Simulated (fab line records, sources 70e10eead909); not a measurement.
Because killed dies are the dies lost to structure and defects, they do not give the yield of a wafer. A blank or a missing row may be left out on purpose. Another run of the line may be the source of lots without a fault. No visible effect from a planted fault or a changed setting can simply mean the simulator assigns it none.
Shared-tool check / flow nand-harc / 11 lots and 33 wafers in the sample

## WHY IT WAS OPENED
Flagged at NHARC_P_ZERO_WELL_CD_MEAS_11: reading cd-nm, on 2 of 11 lots. Wafers without a fault read 499.6 nm, standard deviation 2.
Rule: a lot is flagged when every wafer of it that has a number lies more than 4 standard deviations from that mean, or none has a number. All remaining lots are regarded as sound.

lot=L793; measured=day 1 21:19; on=cd-sem-02; cd-nm (nm), wafer by wafer=501.6 502.3 502.3; flag=
lot=L794; measured=day 2 07:13; on=cd-sem-02; cd-nm (nm), wafer by wafer=499.3 499.7 497.8; flag=
lot=L795; measured=day 2 17:07; on=cd-sem-02; cd-nm (nm), wafer by wafer=499.7 494.1 499.6; flag=
lot=L796; measured=day 3 03:07; on=cd-sem-01; cd-nm (nm), wafer by wafer=502.2 499.4 500.8; flag=
lot=L797; measured=day 3 13:15; on=cd-sem-01; cd-nm (nm), wafer by wafer=500.4 497.9 502.1; flag=
lot=L798; measured=day 3 23:15; on=cd-sem-01; cd-nm (nm), wafer by wafer=501.3 498.7 499.8; flag=
lot=L799; measured=day 4 09:14; on=cd-sem-02; cd-nm (nm), wafer by wafer=498.9 500.1 498.9; flag=
lot=L802; measured=day 5 15:07; on=cd-sem-01; cd-nm (nm), wafer by wafer=501.6 499.6 502.1; flag=
lot=L809; measured=day 8 13:14; on=cd-sem-01; cd-nm (nm), wafer by wafer=521.4 523.0 524.6; flag=FLAGGED
lot=L811; measured=day 9 09:14; on=cd-sem-01; cd-nm (nm), wafer by wafer=519.9 521.5 519.3; flag=FLAGGED
lot=L815; measured=day 11 01:07; on=cd-sem-03; cd-nm (nm), wafer by wafer=501.2 499.6 500.9; flag=
On average the flagged lots' numbers are 521.6 nm, which is +22.0 nm against the usual, or +11 standard deviations.

## EACH LOT AND THE TOOL IT RAN ON
The record holds 1 process step before the reading, out of a route of 1302 steps. Each cell gives the tool, then ch followed by the chambers the sampled wafers passed through, then the start.
lot=L793; flag=; NHARC_P_ZERO_WELL_PEB_09=litho-track-07 ch 0, day 1 21:13
lot=L794; flag=; NHARC_P_ZERO_WELL_PEB_09=litho-track-05 ch 0, day 2 07:07
lot=L795; flag=; NHARC_P_ZERO_WELL_PEB_09=litho-track-05 ch 0, day 2 17:02
lot=L796; flag=; NHARC_P_ZERO_WELL_PEB_09=litho-track-05 ch 0, day 3 03:02
lot=L797; flag=; NHARC_P_ZERO_WELL_PEB_09=litho-track-07 ch 0, day 3 13:10
lot=L798; flag=; NHARC_P_ZERO_WELL_PEB_09=litho-track-05 ch 0, day 3 23:10
lot=L799; flag=; NHARC_P_ZERO_WELL_PEB_09=litho-track-03 ch 0, day 4 09:09
lot=L802; flag=; NHARC_P_ZERO_WELL_PEB_09=litho-track-05 ch 0, day 5 15:02
lot=L809; flag=FLAGGED; NHARC_P_ZERO_WELL_PEB_09=litho-track-05 ch 0, day 8 13:09
lot=L811; flag=FLAGGED; NHARC_P_ZERO_WELL_PEB_09=litho-track-05 ch 0, day 9 09:09
lot=L815; flag=; NHARC_P_ZERO_WELL_PEB_09=litho-track-03 ch 0, day 11 01:02
What the steps here do:
- NHARC_P_ZERO_WELL_PEB_09: peb time 80 s.
- NHARC_P_ZERO_WELL_CD_MEAS_11: target cd 500 nm.

## FLAGGED AGAINST TOTAL, ONE TOOL AT A TIME (gauges that did the reading follow at the end)
step=NHARC_P_ZERO_WELL_PEB_09; tool=litho-track-03; lots run=2; flagged=0; share of the flagged lots=none; sound lots run after its first flagged lot=-
step=NHARC_P_ZERO_WELL_PEB_09; tool=litho-track-05; lots run=7; flagged=2; share of the flagged lots=all; sound lots run after its first flagged lot=0
step=NHARC_P_ZERO_WELL_PEB_09; tool=litho-track-07; lots run=2; flagged=0; share of the flagged lots=none; sound lots run after its first flagged lot=-
step=NHARC_P_ZERO_WELL_CD_MEAS_11; tool=cd-sem-01; lots run=6; flagged=2; share of the flagged lots=all; sound lots run after its first flagged lot=0
step=NHARC_P_ZERO_WELL_CD_MEAS_11; tool=cd-sem-02; lots run=4; flagged=0; share of the flagged lots=none; sound lots run after its first flagged lot=-
step=NHARC_P_ZERO_WELL_CD_MEAS_11; tool=cd-sem-03; lots run=1; flagged=0; share of the flagged lots=none; sound lots run after its first flagged lot=-

## WHAT THE TABLE PERMITS
In 2 table rows, all flagged lots were run: litho-track-05 (NHARC_P_ZERO_WELL_PEB_09), cd-sem-01 (NHARC_P_ZERO_WELL_CD_MEAS_11).
- litho-track-05 at NHARC_P_ZERO_WELL_PEB_09 ran 7 lots, 2 of them flagged. A fault beginning between L802 (day 5 15:02), its last sound lot, and L809 (day 8 13:09), its first flagged one, fits the data. Its own readings (heater-power-total-W, plate-temp-C) fall more than 4 standard deviations out on all wafers of the flagged lots.
- cd-sem-01 at NHARC_P_ZERO_WELL_CD_MEAS_11 ran 6 lots, 2 of them flagged. A fault beginning between L802 (day 5 15:07), its last sound lot, and L809 (day 8 13:14), its first flagged one, fits the data.
A lot count leaves these 2 tools indistinguishable: every one of them fits a fault beginning at some hour. More lots, or a look at what each step does to the wafer, might.

## WHAT THE SIMULATOR HAD PUT IN
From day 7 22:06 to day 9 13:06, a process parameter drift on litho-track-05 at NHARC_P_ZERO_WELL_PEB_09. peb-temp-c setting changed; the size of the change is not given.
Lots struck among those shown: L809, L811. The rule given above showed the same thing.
